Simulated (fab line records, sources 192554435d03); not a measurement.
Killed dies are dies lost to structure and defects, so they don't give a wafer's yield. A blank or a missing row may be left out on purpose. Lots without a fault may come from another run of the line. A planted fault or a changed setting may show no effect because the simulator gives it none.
Chamber matching | flow n5_finfet | N5_BEOL_M5_DESCUM_16 on rie_diel-03: 4 sister chambers
The step chemistry O2, time 7 s. 4 wafers are shown with their chamber, then 8 later ones without.

WAFERS WITH THEIR CHAMBER
wafer  | chamber | drypump_motor_current_A (A)
L083.2 | 2       | 5.9
L086.3 | 0       | 5.4
L086.5 | 3       | 5.2
L089.1 | 1       | 5.1

WAFERS WITHOUT THEIR CHAMBER
wafer  | drypump_motor_current_A (A)
L089.4 | 5.9
L089.6 | 5.2
L096.1 | 5.2
L096.2 | 5.8
L096.6 | 5.4
L097.1 | 5.1
L097.3 | 5.4
L097.5 | 5.2

WHICH CHAMBER EACH WENT THROUGH
wafer  | from the rows above | in truth
L089.4 | 2                   | 2
L089.6 | 3                   | 3
L096.1 | 3                   | 3
L096.2 | 2                   | 2
L096.6 | 0                   | 0
L097.1 | 1                   | 1
L097.3 | 0                   | 0
L097.5 | 3                   | 3
Placed correctly: 8 of 8. Can't be placed from these rows: 0. Placed wrongly: 0.
How it was worked out, from the rows above alone: a wafer's distance from a chamber is the root of the sum, over the readings, of the square of ((its reading less the chamber's mean) divided by the reading's scatter). The wafer belongs to the nearest chamber; if the next one is less than 2 further off, it can't be placed. A chamber's mean is the mean of its shown wafers. The scatter: with one shown wafer a chamber, the root of the mean of the squares of how far each hidden wafer lies from its nearest shown one.
